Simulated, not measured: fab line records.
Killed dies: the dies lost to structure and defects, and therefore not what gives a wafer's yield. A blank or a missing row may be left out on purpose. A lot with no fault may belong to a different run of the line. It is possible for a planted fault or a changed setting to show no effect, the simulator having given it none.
fab line records + flow n5-finfet
record:
- lots: 10
- wafers: 30
- last-day: 17
route steps=1938 shown BEOL_M2@844 BEOL_M4@1111 PASSIVATION@1936
lots that met no fault: taken from a fault-free run of the same line
start-h: hours from the record's opening day to when the first of the lot's shown wafers began + wait-h: hours since the lot's step before + " unchanged from the row above + L1.1+2: several wafers, shown together as one row + - no value present, or no start provided + * or withheld: withheld + < > ~ a bound
route shown NAME@n: a module of which the file shows steps, and the number in the route of the first + usual: mean/standard deviation of fault-free wafers + same: alike in all rows + chamber/n: place in a boat + sites: per-site readings + _std_site: how widely they spread, as a standard deviation + _edge_site: mean of outer sites minus mean of inner sites + radius-mm: for every site, how far away it sits from the centre of the wafer + mask NAME#n: copy n + behind: the most recent tool/chamber to have shaped the wafer + hold: cause of the lot's hold/its duration in hours/its outcome + device: names the non-switching transistor (n, p or np) + end of line: the route-end tests of the same wafers + a step given without rows: its recipe and nothing more + killed: the dies lost at the first sort to structure and to defects; this is not the yield of the wafer + map: the dies of a wafer, with x for killed, . for not killed, _ for no die there
set.NAME: the setting as run; set.NAME@STEP: as run at that earlier step + model.NAME: the simulator's own value behind a step, which no gauge read
the route's steps for a sample of lots (tables are steps, rows are wafers)
services: when a tool's chamber went out of use (start-h, in hours from the record's first day, below 0 if earlier), for how many hours, and the reason
== steps ==
step: N5_BEOL_M2_HM_DEP_02
recipe:
- material: TiN
- target-thk-a: 200
- temp-c: 25
- chamber-pressure-pa: 0.49996
usual:
- throttle-valve-pct: 29.8/1.2
| lot.wafer | tool           | chamber | start-h | wait-h | throttle-valve-pct |
|-----------|----------------|---------|---------|--------|--------------------|
| L981.3    | pvd-sputter-03 | -       | 136.80  | 0.5    | 30.8               |
| L981.4    | "              | -       | "       | "      | 28.4               |
| L981.6    | "              | -       | "       | "      | 28.1               |
| L986.1    | pvd-sputter-03 | -       | 163.48  | 1.6    | 28.2               |
| L986.5    | "              | -       | "       | "      | 28.5               |
| L986.6    | "              | -       | "       | "      | 32.0               |
| L988.2    | pvd-sputter-02 | -       | 179.24  | 2.3    | 29.7               |
| L988.3    | "              | -       | "       | "      | 29.3               |
| L988.4    | "              | -       | "       | "      | 30.6               |
| L989.4    | pvd-sputter-03 | -       | 187.03  | 1.8    | 32.1               |
| L989.5    | "              | -       | "       | "      | 30.6               |
| L989.6    | "              | -       | "       | "      | 28.4               |
| L990.2    | pvd-sputter-01 | -       | 204.35  | 0.8    | 28.5               |
| L990.5    | "              | -       | "       | "      | 29.2               |
| L990.6    | "              | -       | "       | "      | 30.9               |
| L991.3    | pvd-sputter-01 | -       | 208.45  | 0.8    | 29.1               |
| L991.5    | "              | -       | "       | "      | 30.2               |
| L991.6    | "              | -       | "       | "      | 31.3               |
| L996.1    | pvd-sputter-02 | -       | 226.59  | 1.9    | 30.9               |
| L996.4    | "              | -       | "       | "      | 29.6               |
| L996.6    | "              | -       | "       | "      | 29.5               |
| L999.4    | pvd-sputter-02 | -       | 242.57  | 0.3    | 29.1               |
| L999.5    | "              | -       | "       | "      | 31.0               |
| L999.6    | "              | -       | "       | "      | 29.9               |
| L102.2    | pvd-sputter-02 | -       | 266.32  | 0.5    | 29.6               |
| L102.4    | "              | -       | "       | "      | 29.7               |
| L102.6    | "              | -       | "       | "      | 30.7               |
| L103.1    | pvd-sputter-03 | -       | 270.55  | 0.1    | 28.3               |
| L103.2    | "              | -       | "       | "      | 31.0               |
| L103.3    | "              | -       | "       | "      | 28.3               |
step: N5_BEOL_M2_EXPOSE_08
recipe:
- mask-id: M2
- na: 0.33
- source-shape: dipole
- sigma-inner: 0.369
- sigma-outer: 0.767
- polarization: unpolarized
- dose-mj: 41.25
same:
- sigma-inner: 0.369
- sigma-outer: 0.767
| lot.wafer  | tool           | chamber | start-h | wait-h | mask |
|------------|----------------|---------|---------|--------|------|
| L981.3+4+6 | euv-scanner-02 | 0       | 137.20  | -      | M2#0 |
| L986.1+5+6 | euv-scanner-02 | 0       | 163.87  | -      | M2#0 |
| L988.2+3+4 | euv-scanner-02 | 0       | 179.51  | -      | M2#0 |
| L989.4+5+6 | euv-scanner-01 | 0       | 187.54  | -      | M2#0 |
| L990.2+5+6 | euv-scanner-01 | 0       | 204.62  | -      | M2#0 |
| L991.3+5+6 | euv-scanner-02 | 0       | 208.85  | -      | M2#0 |
| L996.1+4+6 | euv-scanner-01 | 0       | 226.85  | -      | M2#0 |
| L999.4+5+6 | euv-scanner-01 | 0       | 242.98  | -      | M2#0 |
| L102.2+4+6 | euv-scanner-01 | 0       | 266.59  | -      | M2#0 |
| L103.1+2+3 | euv-scanner-01 | 0       | 270.88  | -      | M2#0 |
step: N5_BEOL_M2_CD_MEAS_11
recipe:
- target-cd-nm: 16.79
- landing-energy-ev: 500
- detector: se-inlens
- polarity: opening
usual:
- cd-nm: 16.82/0.21
same:
- landing-energy-ev: 500
| lot.wafer | tool      | chamber | start-h | wait-h | cd-nm |
|-----------|-----------|---------|---------|--------|-------|
| L981.3    | cd-sem-01 | 0       | 137.32  | -      | 16.67 |
| L981.4    | "         | 0       | "       | "      | 17.10 |
| L981.6    | "         | 0       | "       | "      | 16.86 |
| L986.1    | cd-sem-01 | 0       | 164.00  | -      | 17.17 |
| L986.5    | "         | 0       | "       | "      | 16.91 |
| L986.6    | "         | 0       | "       | "      | 17.16 |
| L988.2    | cd-sem-03 | 0       | 179.64  | -      | 16.38 |
| L988.3    | "         | 0       | "       | "      | 16.49 |
| L988.4    | "         | 0       | "       | "      | 17.12 |
| L989.4    | cd-sem-01 | 0       | 187.66  | -      | 17.01 |
| L989.5    | "         | 0       | "       | "      | 16.60 |
| L989.6    | "         | 0       | "       | "      | 16.66 |
| L990.2    | cd-sem-03 | 0       | 204.75  | -      | 16.90 |
| L990.5    | "         | 0       | "       | "      | 17.06 |
| L990.6    | "         | 0       | "       | "      | 16.61 |
| L991.3    | cd-sem-02 | 0       | 208.97  | -      | 16.66 |
| L991.5    | "         | 0       | "       | "      | 16.70 |
| L991.6    | "         | 0       | "       | "      | 16.91 |
| L996.1    | cd-sem-03 | 0       | 226.98  | -      | 16.52 |
| L996.4    | "         | 0       | "       | "      | 16.59 |
| L996.6    | "         | 0       | "       | "      | 16.64 |
| L999.4    | cd-sem-02 | 0       | 243.09  | -      | 17.15 |
| L999.5    | "         | 0       | "       | "      | 17.29 |
| L999.6    | "         | 0       | "       | "      | 16.74 |
| L102.2    | cd-sem-01 | 0       | 266.72  | -      | 16.75 |
| L102.4    | "         | 0       | "       | "      | 17.05 |
| L102.6    | "         | 0       | "       | "      | 16.96 |
| L103.1    | cd-sem-03 | 0       | 271.01  | -      | 16.72 |
| L103.2    | "         | 0       | "       | "      | 16.51 |
| L103.3    | "         | 0       | "       | "      | 16.46 |
step: N5_BEOL_M2_OVL_MEAS_12
recipe:
- points-per-wafer: 522
usual:
- M2_OVL: 0.1/0.64
| lot.wafer | tool       | chamber | start-h | wait-h | M2_OVL[nm] |
|-----------|------------|---------|---------|--------|------------|
| L981.3    | overlay-01 | 0       | 137.36  | 0.0    | 1.3        |
| L981.4    | "          | 0       | "       | "      | -0.2       |
| L981.6    | "          | 0       | "       | "      | 0.0        |
| L986.1    | overlay-01 | 0       | 164.03  | 0.0    | 0.2        |
| L986.5    | "          | 0       | "       | "      | 0.3        |
| L986.6    | "          | 0       | "       | "      | 0.7        |
| L988.2    | overlay-01 | 0       | 179.67  | 0.0    | 9.4        |
| L988.3    | "          | 0       | "       | "      | 9.5        |
| L988.4    | "          | 0       | "       | "      | 8.7        |
| L989.4    | overlay-01 | 0       | 187.70  | 0.0    | -0.2       |
| L989.5    | "          | 0       | "       | "      | 0.2        |
| L989.6    | "          | 0       | "       | "      | -0.1       |
| L990.2    | overlay-02 | 0       | 204.78  | 0.0    | 0.3        |
| L990.5    | "          | 0       | "       | "      | 0.3        |
| L990.6    | "          | 0       | "       | "      | 0.0        |
| L991.3    | overlay-02 | 0       | 209.01  | 0.0    | 8.3        |
| L991.5    | "          | 0       | "       | "      | 8.5        |
| L991.6    | "          | 0       | "       | "      | 7.3        |
| L996.1    | overlay-01 | 0       | 227.01  | 0.0    | -1.8       |
| L996.4    | "          | 0       | "       | "      | 0.1        |
| L996.6    | "          | 0       | "       | "      | 0.1        |
| L999.4    | overlay-01 | 0       | 243.14  | 0.0    | 0.3        |
| L999.5    | "          | 0       | "       | "      | 1.0        |
| L999.6    | "          | 0       | "       | "      | 1.0        |
| L102.2    | overlay-02 | 0       | 266.75  | 0.0    | -0.2       |
| L102.4    | "          | 0       | "       | "      | 0.0        |
| L102.6    | "          | 0       | "       | "      | 0.0        |
| L103.1    | overlay-01 | 0       | 271.04  | 0.0    | -0.1       |
| L103.2    | "          | 0       | "       | "      | -0.1       |
| L103.3    | "          | 0       | "       | "      | 0.8        |
step: N5_BEOL_M2_INSPECT_13
recipe:
- mode: adi
- inspect-instrument: brightfield
usual:
- raw-defect-count: 423/110
| lot.wafer | tool              | chamber | start-h | wait-h | raw-defect-count |
|-----------|-------------------|---------|---------|--------|------------------|
| L981.3    | defect-inspect-02 | -       | 137.41  | 0.0    | 384              |
| L981.4    | "                 | -       | "       | "      | 554              |
| L981.6    | "                 | -       | "       | "      | 609              |
| L986.1    | defect-inspect-01 | -       | 164.09  | 0.1    | 615              |
| L986.5    | "                 | -       | "       | "      | 663              |
| L986.6    | "                 | -       | "       | "      | 604              |
| L988.2    | defect-inspect-02 | -       | 179.74  | 0.1    | 397              |
| L988.3    | "                 | -       | "       | "      | 432              |
| L988.4    | "                 | -       | "       | "      | 319              |
| L989.4    | defect-inspect-01 | -       | 187.74  | 0.0    | 463              |
| L989.5    | "                 | -       | "       | "      | 414              |
| L989.6    | "                 | -       | "       | "      | 543              |
| L990.2    | defect-inspect-02 | -       | 204.84  | 0.0    | 335              |
| L990.5    | "                 | -       | "       | "      | 328              |
| L990.6    | "                 | -       | "       | "      | 261              |
| L991.3    | defect-inspect-02 | -       | 209.06  | 0.0    | 386              |
| L991.5    | "                 | -       | "       | "      | 393              |
| L991.6    | "                 | -       | "       | "      | 377              |
| L996.1    | defect-inspect-02 | -       | 227.07  | 0.1    | 263              |
| L996.4    | "                 | -       | "       | "      | 478              |
| L996.6    | "                 | -       | "       | "      | 487              |
| L999.4    | defect-inspect-01 | -       | 243.18  | 0.0    | 488              |
| L999.5    | "                 | -       | "       | "      | 330              |
| L999.6    | "                 | -       | "       | "      | 264              |
| L102.2    | defect-inspect-01 | -       | 266.81  | 0.0    | 402              |
| L102.4    | "                 | -       | "       | "      | 485              |
| L102.6    | "                 | -       | "       | "      | 444              |
| L103.1    | defect-inspect-01 | -       | 271.10  | 0.1    | 432              |
| L103.2    | "                 | -       | "       | "      | 376              |
| L103.3    | "                 | -       | "       | "      | 399              |
step: N5_BEOL_M4_RC_MEAS_101
usual:
- DIBL_N: 36.4/1.5
- DIBL_P: 35.8/1.7
- IOFF_N: 0.154/0.022
- IOFF_P: 0.21/0.031
- ION_N: 672/8.8
- ION_P: 462/7.2
- SS_N: 71.5/0.53
- SS_P: 73.2/0.62
- VT_N: 250.4/2.5
- VT_P: -250/3.5
| lot.wafer | tool      | chamber | start-h | wait-h | DIBL_N[mV/V] | DIBL_P[mV/V] | IOFF_N[nA/um] | IOFF_P[nA/um] | ION_N[uA/um] | ION_P[uA/um] | SS_N[mV/dec] | SS_P[mV/dec] | VT_N[mV] | VT_P[mV] |
|-----------|-----------|---------|---------|--------|--------------|--------------|---------------|---------------|--------------|--------------|--------------|--------------|----------|----------|
| L981.3    | prober-02 | 0       | 167.78  | 0.3    | 34.1         | 33.9         | 0.133         | 0.19          | 656          | 460          | 71.0         | 72.6         | 250.9    | -253     |
| L981.4    | "         | 0       | "       | "      | 34.6         | 33.9         | 0.134         | 0.19          | 662          | 461          | 71.0         | 72.5         | 250.6    | -251     |
| L981.6    | "         | 0       | "       | "      | 33.9         | 33.5         | 0.132         | 0.19          | 662          | 458          | 71.2         | 71.9         | 251.0    | -251     |
| L986.1    | prober-02 | 0       | 205.37  | 0.0    | 33.9         | 33.6         | 0.131         | 0.21          | 672          | 476          | 71.3         | 72.9         | 252.0    | -247     |
| L986.5    | "         | 0       | "       | "      | 34.0         | 33.7         | 0.127         | 0.20          | 672          | 470          | 71.7         | 72.5         | 253.0    | -248     |
| L986.6    | "         | 0       | "       | "      | 33.9         | 33.1         | 0.124         | 0.20          | 668          | 465          | 71.7         | 72.6         | 250.6    | -248     |
| L988.2    | prober-02 | 0       | 223.73  | 0.2    | 36.9         | 35.8         | 0.173         | 0.23          | 685          | 470          | 71.2         | 73.4         | 246.9    | -246     |
| L988.3    | "         | 0       | "       | "      | 35.0         | 32.7         | 0.126         | 0.18          | 672          | 463          | 71.3         | 73.2         | 252.6    | -253     |
| L988.4    | "         | 0       | "       | "      | 33.3         | 30.2         | 0.109         | 0.15          | 667          | 459          | 70.4         | 71.5         | 251.0    | -253     |
| L991.3    | prober-01 | 0       | 244.06  | 0.3    | 37.0         | 35.7         | 0.159         | 0.23          | 670          | 468          | 72.1         | 72.6         | 249.8    | -246     |
| L991.5    | "         | 0       | "       | "      | 35.6         | 34.9         | 0.139         | 0.21          | 667          | 463          | 71.1         | 72.8         | 251.1    | -246     |
| L991.6    | "         | 0       | "       | "      | 37.3         | 37.0         | 0.179         | 0.25          | 684          | 477          | 71.4         | 73.5         | 246.8    | -245     |
| L990.2    | prober-01 | 0       | 246.43  | 0.2    | 37.1         | 36.8         | 0.153         | 0.19          | 664          | 449          | 71.8         | 73.2         | 253.2    | -255     |
| L990.5    | "         | 0       | "       | "      | 35.9         | 35.9         | 0.133         | 0.18          | 659          | 456          | 71.8         | 73.1         | 252.5    | -252     |
| L990.6    | "         | 0       | "       | "      | 34.3         | 34.1         | 0.112         | 0.16          | 663          | 458          | 71.4         | 72.6         | 255.3    | -252     |
| L989.4    | prober-01 | 0       | 247.67  | 0.7    | 36.3         | 37.0         | 0.138         | 0.22          | 667          | 464          | 70.6         | 72.6         | 252.3    | -249     |
| L989.5    | "         | 0       | "       | "      | 36.8         | 37.3         | 0.147         | 0.22          | 666          | 465          | 71.3         | 73.3         | 250.6    | -247     |
| L989.6    | "         | 0       | "       | "      | 36.4         | 37.7         | 0.150         | 0.22          | 674          | 465          | 71.2         | 73.1         | 250.0    | -245     |
| L996.1    | prober-01 | 0       | 283.14  | 0.0    | 35.9         | 36.6         | 0.159         | 0.20          | 665          | 456          | 72.0         | 73.6         | 249.8    | -255     |
| L996.4    | "         | 0       | "       | "      | 34.9         | 36.3         | 0.158         | 0.21          | 678          | 465          | 70.8         | 73.4         | 247.3    | -250     |
| L996.6    | "         | 0       | "       | "      | 35.6         | 36.3         | 0.160         | 0.20          | 676          | 460          | 71.3         | 73.5         | 253.7    | -251     |
| L999.4    | prober-01 | 0       | 287.26  | 0.5    | 35.4         | 35.9         | 0.148         | 0.21          | 682          | 465          | 70.6         | 73.6         | 249.6    | -249     |
| L999.5    | "         | 0       | "       | "      | 38.2         | 39.0         | 0.212         | 0.28          | 695          | 480          | 71.5         | 73.9         | 244.6    | -244     |
| L999.6    | "         | 0       | "       | "      | 38.8         | 39.3         | 0.219         | 0.29          | 686          | 467          | 71.9         | 73.8         | 246.8    | -241     |
| L102.2    | prober-02 | 0       | 297.51  | 0.2    | 36.4         | 36.2         | 0.147         | 0.24          | 668          | 468          | 71.5         | 73.6         | 252.1    | -247     |
| L102.4    | "         | 0       | "       | "      | 37.1         | 37.2         | 0.164         | 0.26          | 676          | 473          | 72.2         | 72.9         | 247.9    | -245     |
| L102.6    | "         | 0       | "       | "      | 34.9         | 35.0         | 0.129         | 0.23          | 668          | 471          | 71.3         | 73.0         | 251.7    | -245     |
| L103.1    | prober-01 | 0       | 300.84  | 0.0    | 35.1         | 33.8         | 0.138         | 0.20          | 674          | 470          | 71.1         | 72.7         | 249.0    | -247     |
| L103.2    | "         | 0       | "       | "      | 36.8         | 36.1         | 0.174         | 0.25          | 677          | 461          | 72.0         | 73.0         | 248.0    | -247     |
| L103.3    | "         | 0       | "       | "      | 36.6         | 35.9         | 0.166         | 0.23          | 688          | 474          | 71.8         | 73.3         | 248.0    | -248     |
step: N5_PASSIVATION_PROBE_49
usual:
- defect-limited-yield: 91.5/1.4
- killed_at_M0_to_M3: 32/9.8
- killed_at_M4_up: 13/5.3
- killed-at-contacts: 13/6.4
- killed-at-front-end: 39/10
- killed-at-other: 3.1/2.5
- killed-dies: 100/17
- killed-open: 65/13
- killed-short: 33/7.7
- sort_bin_5_function: 5.0/0.93
- sort_bin_6_memory: 3.2/0.69
- sort-n-pass: 1080/17
- sort-yield-pct: 91.5/1.4
same:
- gross-dies: 1180
- killed-at-back-side: 0
- sort_bin_4_leakage[%]: 0
- sort_bin_8_speed[%]: 0
| lot.wafer | tool      | chamber | start-h | wait-h | defect-limited-yield[%] | killed_at_M0_to_M3 | killed_at_M4_up | killed-at-contacts | killed-at-front-end | killed-at-other | killed-dies | killed-open | killed-short | sort_bin_5_function[%] | sort_bin_6_memory[%] | sort-n-pass | sort-yield-pct[%] |
|-----------|-----------|---------|---------|--------|-------------------------|--------------------|-----------------|--------------------|---------------------|-----------------|-------------|-------------|--------------|------------------------|----------------------|-------------|-------------------|
| L988.2    | prober-01 | -       | 325.96  | 0.1    | 90.7                    | 61                 | 11              | 4                  | 34                  | 0               | 110         | 60          | 27           | 5.3                    | 2.7                  | 1070        | 90.7              |
| L988.3    | prober-01 | -       | 326.01  | 0.1    | 90.2                    | 59                 | 16              | 8                  | 31                  | 2               | 116         | 58          | 41           | 5.1                    | 3.5                  | 1064        | 90.2              |
| L988.4    | prober-01 | -       | 326.06  | 0.2    | 92.3                    | 35                 | 15              | 3                  | 36                  | 2               | 91          | 71          | 18           | 4.2                    | 3.4                  | 1089        | 92.3              |
| L991.5    | prober-01 | -       | 355.47  | 1.0    | 90.8                    | 32                 | 17              | 16                 | 37                  | 7               | 109         | 83          | 23           | 5.0                    | 4.0                  | 1071        | 90.8              |
| L991.6    | prober-01 | -       | 355.52  | 1.1    | 89.9                    | 33                 | 22              | 11                 | 52                  | 1               | 119         | 70          | 47           | 5.3                    | 4.2                  | 1061        | 89.9              |
killed by level:class
L988.2 BEOL_M2:overlay=23 STI_FIN_REVEAL:geometric-particle:open=9 BEOL_M3:geometric-particle:open=7 BEOL_M0_SAQP:geometric-particle:open=6 DUMMY_GATE:geometric-particle:open=5 GATE_CUT:geometric-particle:open=5 BEOL_M0:geometric-particle:open=5 BEOL_M0_SAQP:geometric-particle:short=4
L988.3 BEOL_M2:overlay=15 STI_FIN_REVEAL:geometric-particle:open=10 BEOL_M0_SAQP:geometric-particle:open=8 BEOL_M0_SAQP:geometric-particle:short=8 BEOL_M1:geometric-particle:short=8 BEOL_M2:geometric-particle:open=8 BEOL_M4:geometric-particle:open=7 BEOL_M3:geometric-particle:open=7
L988.4 STI_FIN_REVEAL:geometric-particle:open=14 BEOL_M2:geometric-particle:open=9 BEOL_M3:geometric-particle:open=8 BEOL_M4:geometric-particle:open=8 BEOL_M0_SAQP:geometric-particle:open=6 ILD0:geometric-particle:open=4 MOL_CONTACT_COAG:geometric-particle:open=3 BEOL_M0:geometric-particle:open=3
L991.5 FIN_SAQP:geometric-particle:open=13 MOL_CONTACT_COAG:geometric-particle:open=13 BEOL_M3:geometric-particle:open=12 BEOL_M4:geometric-particle:open=11 BEOL_M0_SAQP:geometric-particle:open=7 STI_FIN_REVEAL:geometric-particle:open=6 BEOL_M2:geometric-particle:open=5 BEOL_M0_SAQP:geometric-particle:short=4
L991.6 FIN_SAQP:geometric-particle:short=14 FIN_SAQP:geometric-particle:open=14 BEOL_M2:geometric-particle:open=13 MOL_CONTACT_COAG:geometric-particle:open=9 BEOL_M4:geometric-particle:open=7 STI_FIN_REVEAL:geometric-particle:open=6 BEOL_M0_SAQP:geometric-particle:short=6 BEOL_M3:geometric-particle:open=6
== services ==
| tool           | chamber | start-h | hours | kind        |
|----------------|---------|---------|-------|-------------|
| euv-scanner-01 | -       | 118.77  | 1.0   | pm          |
| euv-scanner-02 | 0       | 122.22  | -     | calibration |
| euv-scanner-02 | -       | 128.94  | 1.6   | repair      |
| euv-scanner-01 | -       | 160.90  | 1.0   | pm          |
| euv-scanner-01 | -       | 163.03  | 5.8   | pm          |
| euv-scanner-02 | -       | 186.44  | 1.0   | pm          |
| pvd-sputter-01 | -       | 194.82  | 4.9   | repair      |
| euv-scanner-01 | 0       | 198.68  | -     | calibration |
| euv-scanner-02 | -       | 222.93  | 4.6   | pm          |
| euv-scanner-02 | -       | 242.59  | 1.0   | pm          |
| euv-scanner-01 | -       | 248.41  | 4.6   | pm          |
| euv-scanner-02 | -       | 260.45  | 12.0  | pm          |
| euv-scanner-01 | -       | 261.24  | 0.3   | repair      |
== key ==
first-sign:
- step: N5_BEOL_M2_OVL_MEAS_12
- reading: M2_OVL
- direction: up
- sigmas: 13
- usual: 0.1
- struck: 8.6
effect none on later readings
met-at N5_BEOL_M2_EXPOSE_08
struck-lots L988,L991
not-acting-at N5_BEOL_M2_HM_DEP_02,N5_BEOL_M2_CD_MEAS_11,N5_BEOL_M2_INSPECT_13
onset-between 163.87 179.51
fault:
- kind: scanner-matching-overlay
- tool: euv-scanner-02
- chamber: -
- onset-h: 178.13
- steps: N5_BEOL_M2_EXPOSE_08
- offset: 8.5812
